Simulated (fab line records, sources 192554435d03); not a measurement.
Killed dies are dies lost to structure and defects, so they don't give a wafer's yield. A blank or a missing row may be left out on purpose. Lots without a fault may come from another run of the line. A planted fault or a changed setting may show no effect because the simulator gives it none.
fab line records | flow n5_finfet | part 1 of 2: steps 1 to 3 of 6
record lots=24 wafers=72 last_day=17
route steps=1938 shown BEOL_M0_SAQP@665 BEOL_M0@715
lots that met no fault: from a run of the same line without faults
start_h: hours from the record's first day to the start of the lot's first wafer shown | wait_h: hours since the lot's step before | " the same as in the row above | L1.1+2: a row that stands for several wafers | - no value, or no start given | * or withheld: withheld | < > ~ a bound
route shown NAME@n: a module of which the file shows steps, and the number in the route of the first | usual: mean/standard deviation of fault-free wafers | same: alike in all rows | chamber/n: place in a boat | sites: the reading at each site | _std_site: their standard deviation | _edge_site: outer sites' mean less inner sites' | radius_mm: how far each site lies from the wafer's centre | mask NAME#n: copy n | behind: the tool/chamber that last shaped the wafer | hold: why the lot was held/for how many hours/how that ended | device: the transistor (n, p or np) that didn't switch | end of line: the same wafers' tests at the end of the route | a step without rows: its recipe alone | killed: dies lost to structure and defects at the first sort, not the wafer's yield | map: a wafer's dies, x killed, . not, _ none there
set.NAME: the setting as run; set.NAME@STEP: as run at that earlier step | model.NAME: the simulator's own value behind a step, which no gauge read
steps of the route over a sample of lots; a table a step, a row a wafer
services: from which hour (start_h, from the record's first day; less than 0 if before it) a tool's chamber was out of use, for how many hours, and why
## steps
# step N5_BEOL_M0_SAQP_MANDREL1_REMOVE_100
# recipe chemistry=HBr/Cl2/O2 bt_time_s=10 target=a-Si stop_on=SiNx endpoint=OES-SiCl over_etch_frac=0.85 icp_w=600 bias_w=30 HBr_flow_sccm=150 Cl2_flow_sccm=80 O2_flow_sccm=5 pressure_mtorr=10
# usual drypump_motor_current_A=5.7/0.4 oes_product_au=1.000/0.014 throttle_valve_pct=36.6/0.31
# columns lot.wafer tool chamber start_h wait_h drypump_motor_current_A oes_product_au rf_hours_counter_h throttle_valve_pct
L074.1 rie_si-05 3 112.40 0.1 6.7 0.992 13 36.8
L074.2 " 2 " " 5.5 0.990 20 36.6
L074.3 " 1 " " 5.9 0.994 27 36.1
L075.1 rie_si-05 0 116.67 0.1 5.8 1.006 123 37.0
L075.2 " 1 " " 5.8 1.002 27 36.1
L075.4 " 2 " " 5.5 0.992 20 36.6
L076.1 rie_si-03 2 123.42 0.1 5.3 1.028 44 36.3
L076.2 " 0 " " 5.6 1.017 88 37.2
L076.4 " 3 " " 5.4 1.002 135 36.8
L077.1 rie_si-05 1 128.09 0.1 5.9 0.991 27 36.1
L077.5 " 0 " " 5.8 0.995 - 37.0
L077.6 " 3 " " 6.7 0.992 - 36.8
L078.1 rie_si-05 3 133.98 0.1 6.8 0.988 13 36.8
L078.2 " 0 " " 5.8 0.996 123 36.9
L078.3 " 2 " " 5.5 0.992 20 36.6
L079.1 rie_si-05 0 146.12 0.1 5.8 0.983 123 37.0
L079.2 " 2 " " 5.5 0.987 20 36.7
L079.3 " 3 " " 6.7 0.999 14 36.8
L080.2 rie_si-05 3 149.05 0.1 6.7 0.997 14 36.8
L080.5 " 1 " " 5.8 0.986 - 36.1
L080.6 " 0 " " 5.8 1.002 - 37.0
L081.1 rie_si-03 3 154.74 0.1 5.4 1.000 135 36.8
L081.2 " 2 " " 5.3 1.025 45 36.3
L081.6 " 2 " " 5.3 1.020 - 36.3
L082.2 rie_si-01 2 163.45 0.1 6.2 1.021 8 36.6
L082.5 " 3 " " 5.8 0.998 - 36.7
L082.6 " 2 " " 6.2 1.028 - 36.7
L083.1 rie_si-03 1 167.16 0.1 5.6 1.007 171 36.6
L083.3 " 0 " " 5.6 1.020 89 37.2
L083.5 " 2 " " 5.3 1.033 - 36.3
L084.1 rie_si-03 3 171.00 0.1 5.4 0.997 135 36.8
L084.3 " 2 " " 5.3 1.022 45 36.3
L084.6 " 3 " " 5.4 0.992 - 36.8
L085.3 rie_si-05 3 185.19 0.1 6.7 0.992 14 36.8
L085.4 " 0 " " 5.8 0.997 124 37.0
L085.5 " 2 " " 5.5 0.995 - 36.7
L087.3 rie_si-05 0 188.27 0.1 5.8 0.993 124 37.0
L087.5 " 2 " " 5.5 0.988 - 36.7
L087.6 " 3 " " 6.8 0.989 - 36.8
L086.2 rie_si-01 1 188.73 0.1 5.6 0.969 95 37.0
L086.5 " 3 " " 5.8 0.988 - 36.6
L086.6 " 2 " " 6.2 1.030 - 36.7
L088.1 rie_si-03 3 194.29 0.1 5.4 0.992 136 36.8
L088.3 " 1 " " 5.6 0.997 171 36.6
L088.4 " 0 " " 5.6 1.004 90 37.2
L089.1 rie_si-03 2 202.81 0.1 5.3 1.010 46 36.3
L089.3 " 1 " " 5.6 0.998 171 36.6
L089.6 " 2 " " 5.3 1.015 - 36.3
L091.1 rie_si-05 3 209.70 0.1 6.7 0.999 15 36.8
L091.5 " 2 " " 5.5 0.980 - 36.6
L091.6 " 1 " " 5.9 0.992 - 36.1
L090.1 rie_si-01 0 214.52 0.1 5.3 1.001 157 36.5
L090.3 " 2 " " 6.2 1.027 9 36.7
L090.5 " 1 " " 5.6 0.974 - 37.0
L092.1 rie_si-03 2 221.83 0.1 5.3 1.019 46 36.3
L092.2 " 3 " " 5.4 1.012 136 36.8
L092.3 " 1 " " 5.6 0.992 172 36.6
L093.1 rie_si-03 3 224.75 0.1 5.4 1.005 136 36.8
L093.2 " 1 " " 5.6 0.998 172 36.6
L093.4 " 0 " " 5.6 1.013 90 37.2
L094.2 rie_si-03 1 228.43 0.1 5.6 1.003 172 36.6
L094.4 " 0 " " 5.6 1.014 90 37.2
L094.6 " 0 " " 5.6 1.012 - 37.2
L095.1 rie_si-01 3 231.97 0.1 5.8 0.991 178 36.7
L095.4 " 0 " " 5.3 1.007 157 36.5
L095.6 " 0 " " 5.3 1.013 - 36.5
L096.2 rie_si-05 0 242.92 0.1 5.8 0.988 125 37.0
L096.4 " 3 " " 6.8 0.995 15 36.8
L096.6 " 2 " " 5.5 0.981 - 36.7
L097.3 rie_si-03 0 245.94 0.1 5.6 1.015 90 37.2
L097.4 " 3 " " 5.4 0.998 137 36.8
L097.5 " 2 " " 5.3 1.027 - 36.3
# step N5_BEOL_M0_SAQP_ETCH_106
# recipe chemistry=N2/H2 target=SOC target_depth_a=1500 stop_on=SiNx ion_energy_ev=100 bias_w=61 pressure_mtorr=30 source_w=850 n2_flow_sccm=200 h2_flow_sccm=200
# usual drypump_motor_current_A=5.6/0.5 oes_product_au=0.76/0.076 rf_vpp_V=240.8/1.5 showerhead_plenum_p_Torr=2.55/0.087 throttle_valve_pct=17.83/0.28
# columns lot.wafer tool chamber start_h wait_h drypump_motor_current_A oes_product_au rf_hours_counter_h rf_vpp_V showerhead_plenum_p_Torr throttle_valve_pct
L074.1 rie_diel-02 2 113.22 - 5.2 0.77 142 240.5 2.55 17.96
L074.2 " 0 " " 5.9 0.96 8 242.5 2.70 17.12
L074.3 " 3 " " 5.8 0.75 154 242.2 2.64 17.66
L075.1 rie_diel-02 2 117.50 - 5.2 0.77 144 240.7 2.55 17.97
L075.2 " 0 " " 5.9 0.95 9 242.6 2.70 17.13
L075.4 " 1 " " 5.4 0.90 14 241.2 2.60 17.51
L076.1 rie_diel-05 2 124.40 - 6.4 0.70 199 238.0 2.42 18.13
L076.2 " 3 " " 5.5 0.75 146 240.0 2.45 17.93
L076.4 " 0 " " 6.4 0.69 215 239.9 2.51 18.13
L077.1 rie_diel-05 2 128.97 - 6.4 0.70 200 238.3 2.42 18.11
L077.5 " 3 " " 5.5 0.76 - 239.6 2.45 17.91
L077.6 " 0 " " 6.4 0.69 - 239.9 2.51 18.14
L078.1 rie_diel-05 0 134.80 - 6.5 0.68 219 240.0 2.51 18.14
L078.2 " 3 " " 5.5 0.76 150 239.1 2.44 17.92
L078.3 " 2 " " 6.4 0.70 202 239.8 2.42 18.13
L079.1 rie_diel-05 1 146.99 - 5.0 0.72 195 242.1 2.63 17.73
L079.2 " 0 " " 6.4 0.69 222 240.8 2.51 18.14
L079.3 " 2 " " 6.3 0.70 206 240.2 2.42 18.12
L080.2 rie_diel-02 2 149.86 - 5.2 0.77 154 240.6 2.54 18.00
L080.5 " 2 " " 5.1 0.77 - 241.1 2.54 17.98
L080.6 " 3 " " 5.8 0.74 - 243.7 2.63 17.67
L081.1 rie_diel-02 0 155.79 - 5.9 0.92 22 243.5 2.70 17.13
L081.2 " 3 " " 5.8 0.74 167 242.8 2.63 17.68
L081.6 " 1 " " 5.4 0.88 - 240.1 2.59 17.53
L082.2 rie_diel-05 2 164.30 - 6.3 0.69 212 238.1 2.41 18.14
L082.5 " 0 " " 6.4 0.68 - 238.9 2.51 18.15
L082.6 " 3 " " 5.5 0.75 - 239.4 2.44 17.95
L083.1 rie_diel-02 2 168.12 - 5.2 0.76 159 240.8 2.54 17.99
L083.3 " 3 " " 5.8 0.74 170 242.0 2.63 17.68
L083.5 " 0 " " 5.9 0.91 - 242.3 2.70 17.16
L084.1 rie_diel-02 0 171.95 - 5.9 0.91 27 241.4 2.70 17.16
L084.3 " 2 " " 5.2 0.76 159 241.4 2.54 17.99
L084.6 " 3 " " 5.8 0.74 - 242.2 2.63 17.70
L085.3 rie_diel-03 3 186.01 - 5.3 0.70 197 239.6 2.52 17.80
L085.4 " 1 " " 5.4 0.80 108 240.7 2.55 17.58
L085.5 " 0 " " 5.5 0.80 - 241.5 2.57 17.76
L087.3 rie_diel-05 1 189.10 - 5.0 0.71 207 241.0 2.62 17.75
L087.5 " 3 " " 5.5 0.74 - 239.6 2.44 17.96
L087.6 " 0 " " 6.4 0.67 - 240.4 2.51 18.15
L086.2 rie_diel-02 1 189.56 - 5.4 0.85 38 240.1 2.59 17.55
L086.5 " 2 " " 5.2 0.76 - 240.2 2.54 18.00
L086.6 " 3 " " 5.8 0.73 - 242.4 2.63 17.71
L088.1 rie_diel-05 2 195.29 - 6.4 0.69 220 239.5 2.41 18.16
L088.3 " 1 " " 5.0 0.71 209 241.3 2.62 17.74
L088.4 " 3 " " 5.5 0.74 168 239.9 2.44 17.96
L089.1 rie_diel-02 2 203.63 - 5.2 0.75 169 239.5 2.54 18.02
L089.3 " 0 " " 5.9 0.89 36 242.9 2.69 17.18
L089.6 " 3 " " 5.8 0.73 - 240.9 2.63 17.70
L091.1 rie_diel-05 1 210.56 - 5.0 0.70 215 241.6 2.62 17.76
L091.5 " 0 " " 6.4 0.67 - 241.1 2.50 18.18
L091.6 " 1 " " 5.0 0.71 - 241.9 2.62 17.77
L090.1 rie_diel-02 2 215.33 - 5.2 0.75 172 239.8 2.54 18.02
L090.3 " 0 " " 5.9 0.89 39 242.0 2.69 17.16
L090.5 " 1 " " 5.4 0.84 - 241.8 2.58 17.54
L092.1 rie_diel-05 1 222.86 - 5.0 0.70 220 241.3 2.62 17.77
L092.2 " 2 " " 6.4 0.68 230 240.0 2.41 18.17
L092.3 " 0 " " 6.4 0.67 244 240.6 2.50 18.17
L093.1 rie_diel-03 3 225.88 - 5.4 0.69 208 240.0 2.51 17.81
L093.2 " 2 " " 4.8 0.91 19 242.1 2.60 17.68
L093.4 " 0 " " 5.5 0.79 109 241.2 2.56 17.78
L094.2 rie_diel-05 0 229.25 - 6.4 0.66 246 240.7 2.50 18.17
L094.4 " 2 " " 6.4 0.67 231 237.1 2.41 18.17
L094.6 " 3 " " 5.5 0.73 - 239.7 2.43 17.97
L095.1 rie_diel-03 1 232.97 - 5.4 0.78 121 240.5 2.55 17.62
L095.4 " 0 " " 5.5 0.79 111 239.9 2.56 17.77
L095.6 " 3 " " 5.3 0.69 - 240.6 2.51 17.81
L096.2 rie_diel-05 2 243.73 - 6.3 0.68 236 238.1 2.40 18.16
L096.4 " 2 " " 6.4 0.68 - 238.1 2.40 18.19
L096.6 " 1 " " 5.0 0.70 - 241.2 2.61 17.78
L097.3 rie_diel-05 1 246.75 - 5.0 0.70 228 242.0 2.61 17.80
L097.4 " 1 " " 5.0 0.70 - 242.8 2.61 17.80
L097.5 " 3 " " 5.5 0.73 - 238.9 2.43 17.98
# step N5_BEOL_M0_SAQP_DESCUM_45
# recipe chemistry=O2 time_s=7 source_power_w=50 bias_power_w=20 pressure_mtorr=20 rf_frequency_hz=2.712e+07 temp_c=40 resist=CAR-EUV o2_flow_sccm=225
# usual drypump_motor_current_A=5.6/0.42 oes_product_au=0.79/0.084 rf_vpp_V=243.4/1.4 showerhead_plenum_p_Torr=2.11/0.066 throttle_valve_pct=20.39/0.25
# columns lot.wafer tool chamber start_h wait_h drypump_motor_current_A oes_product_au rf_hours_counter_h rf_vpp_V showerhead_plenum_p_Torr throttle_valve_pct
L074.1 rie_diel-02 0 114.83 0.1 5.9 0.99 8 246.1 2.22 19.85
L074.2 " 3 " " 5.8 0.76 155 244.3 2.18 20.42
L074.3 " 2 " " 5.2 0.79 143 243.9 2.10 20.57
L075.1 rie_diel-02 2 119.11 0.0 5.1 0.79 144 243.1 2.10 20.57
L075.2 " 3 " " 5.7 0.76 156 243.8 2.18 20.43
L075.4 " 0 " " 5.9 0.97 10 244.7 2.22 19.84
L076.1 rie_diel-05 0 126.00 0.0 6.4 0.69 215 242.4 2.07 20.74
L076.2 " 1 " " 5.0 0.73 189 243.7 2.16 20.23
L076.4 " 3 " " 5.5 0.76 147 241.6 2.01 20.51
L077.1 rie_diel-02 3 130.97 0.4 5.8 0.75 160 245.3 2.18 20.44
L077.5 " 1 " " 5.4 0.91 - 244.7 2.15 20.22
L077.6 " 0 " " 5.9 0.96 - 246.1 2.22 19.85
L078.1 rie_diel-05 2 136.41 0.0 6.3 0.70 203 240.1 2.00 20.76
L078.2 " 1 " " 5.1 0.73 192 244.1 2.16 20.23
L078.3 " 3 " " 5.5 0.76 151 242.6 2.01 20.54
L079.1 rie_diel-05 0 148.48 0.0 6.5 0.70 222 243.0 2.07 20.78
L079.2 " 3 " " 5.5 0.76 155 242.4 2.01 20.54
L079.3 " 2 " " 6.4 0.71 207 243.1 2.00 20.78
L080.2 rie_diel-03 3 151.60 0.0 5.4 0.71 185 243.4 2.07 20.35
L080.5 " 0 " " 5.5 0.82 - 243.8 2.12 20.36
L080.6 " 3 " " 5.3 0.71 - 243.8 2.07 20.36
L081.1 rie_diel-03 0 157.40 0.0 5.5 0.82 90 242.8 2.12 20.37
L081.2 " 1 " " 5.4 0.82 99 243.5 2.11 20.23
L081.6 " 1 " " 5.4 0.82 - 243.1 2.11 20.22
L082.2 rie_diel-03 3 165.81 0.0 5.3 0.71 191 241.2 2.07 20.36
L082.5 " 2 " " 4.8 0.98 - 243.3 2.15 20.30
L082.6 " 3 " " 5.3 0.71 - 241.6 2.07 20.38
L083.1 rie_diel-05 2 169.60 0.0 6.4 0.70 214 241.3 1.99 20.79
L083.3 " 0 " " 6.4 0.68 230 241.8 2.06 20.79
L083.5 " 0 " " 6.4 0.68 - 243.6 2.06 20.78
L084.1 rie_diel-03 3 173.68 0.0 5.3 0.71 193 242.1 2.07 20.38
L084.3 " 1 " " 5.4 0.81 104 244.7 2.10 20.25
L084.6 " 1 " " 5.4 0.81 - 241.8 2.10 20.24
L085.3 rie_diel-02 2 187.97 0.0 5.2 0.77 164 243.0 2.10 20.60
L085.4 " 0 " " 5.9 0.91 32 245.8 2.22 19.89
L085.5 " 3 " " 5.8 0.73 - 244.1 2.18 20.45
L087.3 rie_diel-03 0 191.50 0.2 5.5 0.81 100 242.6 2.12 20.38
L087.5 " 3 " " 5.4 0.70 - 241.7 2.07 20.39
L087.6 " 0 " " 5.6 0.80 - 243.2 2.12 20.37
L086.2 rie_diel-02 1 191.91 0.0 5.4 0.87 39 242.9 2.14 20.24
L086.5 " 0 " " 5.9 0.92 - 244.6 2.22 19.88
L086.6 " 1 " " 5.4 0.88 - 245.2 2.14 20.23
L088.1 rie_diel-02 2 196.77 0.0 5.2 0.77 167 240.9 2.10 20.61
L088.3 " 0 " " 5.9 0.92 35 245.5 2.21 19.89
L088.4 " 1 " " 5.4 0.88 40 243.6 2.14 20.25
L089.1 rie_diel-05 3 205.36 0.0 5.5 0.74 171 241.3 2.00 20.57
L089.3 " 0 " " 6.4 0.68 239 240.8 2.06 20.81
L089.6 " 1 " " 5.0 0.71 - 244.4 2.15 20.28
L091.1 rie_diel-02 2 212.17 0.0 5.2 0.76 171 243.0 2.09 20.61
L091.5 " 0 " " 5.9 0.90 - 245.1 2.21 19.89
L091.6 " 1 " " 5.4 0.87 - 244.8 2.14 20.27
L090.1 rie_diel-05 2 217.02 0.0 6.4 0.69 227 240.4 1.99 20.80
L090.3 " 1 " " 5.0 0.71 217 244.5 2.15 20.27
L090.5 " 3 " " 5.5 0.74 - 240.8 2.00 20.57
L092.1 rie_diel-02 0 224.47 0.0 5.9 0.91 43 245.3 2.21 19.88
L092.2 " 2 " " 5.2 0.76 175 242.5 2.09 20.61
L092.3 " 1 " " 5.4 0.86 48 243.7 2.14 20.26
L093.1 rie_diel-02 0 227.48 0.0 5.9 0.90 44 245.0 2.21 19.89
L093.2 " 2 " " 5.2 0.76 176 241.4 2.09 20.61
L093.4 " 1 " " 5.4 0.86 49 244.3 2.14 20.26
L094.2 rie_diel-02 1 230.93 0.1 5.4 0.85 51 243.6 2.14 20.26
L094.4 " 3 " " 5.8 0.72 189 245.8 2.17 20.49
L094.6 " 2 " " 5.1 0.76 - 243.6 2.09 20.61
L095.1 rie_diel-02 2 234.55 0.0 5.2 0.76 178 243.1 2.09 20.62
L095.4 " 3 " " 5.7 0.72 190 244.4 2.17 20.50
L095.6 " 2 " " 5.2 0.76 - 243.4 2.09 20.61
L096.2 rie_diel-03 0 245.22 0.0 5.5 0.80 115 242.3 2.11 20.43
L096.4 " 2 " " 4.8 0.91 26 243.5 2.14 20.33
L096.6 " 0 " " 5.5 0.79 - 242.6 2.11 20.40
L097.3 rie_diel-05 1 248.57 0.3 5.0 0.70 229 242.9 2.14 20.28
L097.4 " 1 " " 5.0 0.70 - 244.6 2.14 20.30
L097.5 " 3 " " 5.5 0.74 - 240.8 1.99 20.59
